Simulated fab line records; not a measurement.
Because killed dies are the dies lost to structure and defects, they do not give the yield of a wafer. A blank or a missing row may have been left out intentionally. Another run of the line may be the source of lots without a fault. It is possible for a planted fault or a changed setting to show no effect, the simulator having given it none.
Split-lot experiment ; flow n5_finfet ; 7 lots, 39 wafers read, on a route of 1938 steps

THE SPLIT ITSELF
At N5_DUMMY_GATE_ETCH_44 (etches poly-Si in HBr/O2, stops on SiO2, target depth 127.5 nm), the setting target_depth_a was moved away from the recipe's 1275 angstrom on 15 of the 39 wafers read, by -11.3% to -3.3%. The other wafers ran this setting at the recipe's value.

The split's own step is where the reading is taken.

THE READING
oes_product_au, in a.u., at N5_DUMMY_GATE_ETCH_44 (etches poly-Si in HBr/O2, stops on SiO2, target depth 127.5 nm). On this fab line, fault-free wafers typically give 0.726 a.u. with a standard deviation of 0.0091 a.u.

wafer;tool, chamber at the split;target_depth_a as run, angstrom;against the recipe;oes_product_au, a.u.;against lot-mates on the recipe
L078.1;rie_si-05, 3;1275;recipe;0.739;-
L078.2;rie_si-05, 2;1161;-8.9%;0.757;+0.025
L078.3;rie_si-05, 1;1275;recipe;0.730;-
L078.4;rie_si-05, 0;1161;-8.9%;0.760;+0.028
L078.5;rie_si-05, 0;1275;recipe;0.727;-
L078.6;rie_si-05, 1;1161;-8.9%;0.764;+0.032
L080.1;rie_si-02, 0;1275;recipe;0.724;-
L080.2;rie_si-02, 1;1275;recipe;0.732;-
L080.3;rie_si-02, 2;1131;-11.3%;0.795;+0.062
L080.4;rie_si-02, 3;1131;-11.3%;0.767;+0.034
L080.5;rie_si-02, 2;1275;recipe;0.743;-
L080.6;rie_si-02, 1;1131;-11.3%;0.779;+0.046
L082.1;rie_si-05, 3;1275;recipe;0.734;-
L082.2;rie_si-05, 1;1275;recipe;0.729;-
L082.3;rie_si-05, 2;1233;-3.3%;0.747;+0.016
L082.4;rie_si-05, 0;1233;-3.3%;0.746;+0.015
L082.5;rie_si-05, 3;1233;-3.3%;0.754;+0.023
L082.6;rie_si-05, 0;1275;recipe;0.730;-
L083.1;rie_si-04, 0;1275;recipe;0.710;-
L083.2;rie_si-04, 1;1275;recipe;0.719;-
L083.3;rie_si-04, 3;1275;recipe;0.720;-
L083.4;rie_si-04, 2;1275;recipe;0.727;-
L083.5;rie_si-04, 1;1275;recipe;0.728;-
L083.6;rie_si-04, 0;1275;recipe;0.705;-
L086.1;rie_si-05, 2;1148;-10.0%;0.759;+0.032
L086.2;rie_si-05, 1;1275;recipe;0.723;-
L086.3;rie_si-05, 3;1148;-10.0%;0.760;+0.033
L086.4;rie_si-05, 0;1275;recipe;0.719;-
L086.5;rie_si-05, 3;1275;recipe;0.739;-
L086.6;rie_si-05, 0;1148;-10.0%;0.758;+0.031
L087.1;rie_si-02, 1;1275;recipe;0.719;-
L087.2;rie_si-02, 2;1216;-4.6%;0.750;+0.032
L087.3;rie_si-02, 0;1216;-4.6%;0.737;+0.019
L087.4;rie_si-02, 3;1216;-4.6%;0.742;+0.024
L087.5;rie_si-02, 1;1275;recipe;0.725;-
L087.6;rie_si-02, 0;1275;recipe;0.711;-
L093.1;rie_si-02, 1;1275;recipe;0.723;-
L093.5;rie_si-02, 0;1275;recipe;0.714;-
L093.6;rie_si-02, 3;1275;recipe;0.711;-

FIT RESULTS
A straight line over all 39 wafers: oes_product_au changes by -0.00428 a.u. for each +1% of target_depth_a; r = -0.88; the points scatter about the line by 0.0097 a.u.
The same after taking each lot's own level away (the mean of its wafers on the recipe; 39 wafers): -0.00369 a.u. for each +1%; r = -0.90; scatter 0.0076 a.u.
Per that fit: largest target_depth_a move, reading shift of 0.042 a.u.
From 0.7160 to 0.7330 a.u.: that is the span of the lots' own levels, equal to 1.9 times the standard deviation above.
So the slope is not independent of the lot-to-lot level: the two fits are not the same.
Check: with one of the wafers moved furthest among these (-11.3%) left out of the fit, the line predicts +0.0396 a.u. for it against its lot-mates. It came out at +0.062 a.u. against them.
Tool readings at the split's step, against how far the setting was moved: oes_product_au r = -0.88.

ADDITIONAL SPLITS CARRIED BY THESE WAFERS
Note: prior to the reading, these wafers also went through further splits. Each is held against what the fit with the lots' levels taken away leaves over:
other split on the same wafers;wafers away from the commonest value;r with oes_product_au (lot level and that fit taken away)
N5_DUMMY_GATE_ETCH_32 time_s;15;+0.08

FILE'S OWN FIT
oes_product_au changes by -0.00378 a.u. for each +1% of target_depth_a, r = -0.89.
